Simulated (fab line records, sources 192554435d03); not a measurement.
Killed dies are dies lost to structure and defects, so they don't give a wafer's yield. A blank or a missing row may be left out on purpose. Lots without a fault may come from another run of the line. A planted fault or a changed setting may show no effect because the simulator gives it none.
Which tool did it? | flow n5_finfet | 11 lots, 31 wafers sampled, at 2 steps of a route of 1938

WHAT THE GAUGES READ, wafer by wafer
N5_PASSIVATION_CD_MEAS_30: target cd 4000 nm.
lot  | measured     | on        | cd_nm (nm)
L631 | day 11 16:07 | cd_sem-02 | 4004.6 4003.9 4004.6
L632 | day 13 05:10 | cd_sem-02 | 3999.9 4000.7 4003.3
L634 | day 12 12:10 | cd_sem-01 | 4001.8 4001.3
L635 | day 12 19:29 | cd_sem-03 | 3999.5 4000.5 4001.9
L636 | day 13 00:02 | cd_sem-02 | 4001.2 3999.9 4002.7
L637 | day 13 14:33 | cd_sem-01 | 3998.8 3999.9 4000.0
L638 | day 13 21:40 | cd_sem-01 | 4000.0 3997.6 3998.0
L639 | day 14 18:23 | cd_sem-01 | 3998.6 3998.8 4000.3
L640 | day 15 02:22 | cd_sem-02 | 4000.4 4001.6 4003.0
L651 | day 17 02:24 | cd_sem-03 | 4001.7 3999.7
L652 | day 17 23:56 | cd_sem-01 | 4001.3 4001.3 4004.4

WHICH TOOL RAN EACH LOT (tool, then ch and the chambers of the sampled wafers, then the start)
lot  | N5_GATE_CUT_VAPOR_ETCH_60
L631 | rie_metal-01 ch 0,1, day 4 07:40
L632 | rie_metal-02 ch 0,1, day 4 16:05
L634 | rie_metal-03 ch 1, day 5 01:41
L635 | rie_metal-02 ch 0, day 5 06:52
L636 | rie_metal-03 ch 0,1, day 5 12:52
L637 | rie_metal-03 ch 0,1, day 5 20:40
L638 | rie_metal-03 ch 0,1, day 6 03:59
L639 | rie_metal-03 ch 0,1, day 6 06:38
L640 | rie_metal-02 ch 0,1, day 6 14:40
L651 | rie_metal-01 ch 0, day 9 08:37
L652 | rie_metal-02 ch 0,1, day 9 15:55
- N5_GATE_CUT_VAPOR_ETCH_60: etches HfO2 in BCl3/Cl2.

THE ANSWER, worked out from the rows above alone
Rule: what is usual is taken from the lots themselves. Put in order of their means at a reading, lots are off if they are a third of the lots or fewer, leave a main group of 4 or more, and stand apart from it by a gap of 3 or more times the standard deviation of the main group's means; of several such gaps the widest counts. A main group whose means are all the same, to the digits that the tables above print for the reading, isn't used. A lot without any number at a reading at which 4 lots or more have one is off too. The other lots that the step has rows for count as sound.
No lot is off at any reading shown: from this, nothing can be told.

WHAT THE SIMULATOR HAD PUT IN
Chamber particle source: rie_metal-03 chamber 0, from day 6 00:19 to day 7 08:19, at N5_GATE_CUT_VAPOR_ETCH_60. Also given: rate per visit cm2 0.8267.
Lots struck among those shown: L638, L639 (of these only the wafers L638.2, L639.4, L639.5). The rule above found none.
